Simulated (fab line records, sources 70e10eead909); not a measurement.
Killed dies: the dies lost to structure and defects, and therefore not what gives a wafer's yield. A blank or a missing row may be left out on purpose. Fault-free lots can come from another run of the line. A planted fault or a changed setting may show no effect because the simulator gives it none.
Chamber matching ; flow nand-harc ; 3 sister chambers for NHARC_P_M1_DEP_33 on pecvd-02
The step deposits SiCN, target thk 30 nm. 20 wafers are shown with their chamber, then 10 later ones without.

== WAFERS WITH THEIR CHAMBER ==
wafer;chamber;heater-power-w (W);susceptor-temp-C (C);chamber-pressure-Torr (Torr)
L075.1;2;564;370.44;3.002
L075.3;1;467;369.87;2.992
L075.6;2;552;370.16;2.984
L081.2;2;631;370.26;2.997
L081.3;0;523;370.22;2.986
L081.4;0;545;370.44;2.999
L080.1;2;647;370.17;3.001
L080.4;0;573;369.92;2.989
L080.5;2;654;370.16;2.995
L083.2;2;633;370.05;2.998
L083.4;0;502;370.10;2.999
L083.5;1;392;369.78;3.003
L086.1;2;537;369.77;2.987
L086.2;1;455;369.81;3.000
L086.6;0;562;369.82;3.006
L091.2;2;635;369.96;3.005
L091.3;0;472;370.12;3.008
L091.4;0;470;369.97;2.990
L089.2;1;425;370.07;3.003
L089.3;2;630;370.17;2.982

SIGNATURES, as means of the wafers listed above
reading;chamber 0;chamber 1;chamber 2;scatter within a chamber
heater-power-w;521.00;434.75;609.22;41.9
susceptor-temp-C;370.0843;369.8825;370.1267;0.186
chamber-pressure-Torr;2.99671;2.99950;2.99456;0.00795
Rule: for each reading, subtract the chamber's mean from the wafer's reading, divide by that reading's scatter and square the result; add these up over the readings and take the root, which gives the wafer's distance from the chamber. If the next closest chamber is less than 2 further off than the closest, the wafer can't be placed; otherwise it belongs to the closest. The scatter is the square root of a quotient: the sum, over the shown wafers, of each reading's squared deviation from its chamber's mean, divided by wafers minus chambers.

== WAFERS WHOSE CHAMBER IS MISSING ==
wafer;heater-power-w (W);susceptor-temp-C (C);chamber-pressure-Torr (Torr)
L089.4;638;369.81;2.996
L092.2;646;370.16;2.999
L092.4;456;370.31;2.997
L092.5;631;370.09;3.004
L090.1;436;370.15;2.995
L090.2;607;370.07;3.001
L090.5;584;370.19;3.005
L093.3;526;370.09;3.000
L093.4;530;370.16;2.995
L093.6;477;370.00;3.002

== WHICH CHAMBER EACH ONE RAN IN ==
wafer;from the rows above;in truth
L089.4;can't be placed: 2 or 0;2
L092.2;can't be placed: 2 or 0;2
L092.4;can't be placed: 0 or 1 or 2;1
L092.5;can't be placed: 2 or 0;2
L090.1;can't be placed: 1 or 0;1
L090.2;can't be placed: 2 or 0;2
L090.5;can't be placed: 2 or 0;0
L093.3;can't be placed: 0 or 2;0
L093.4;can't be placed: 0 or 2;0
L093.6;can't be placed: 1 or 0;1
0 of 10 placed correctly. Cannot be placed on the basis of these rows: 10; the candidates contain the true chamber in 10. 0 placed wrongly.
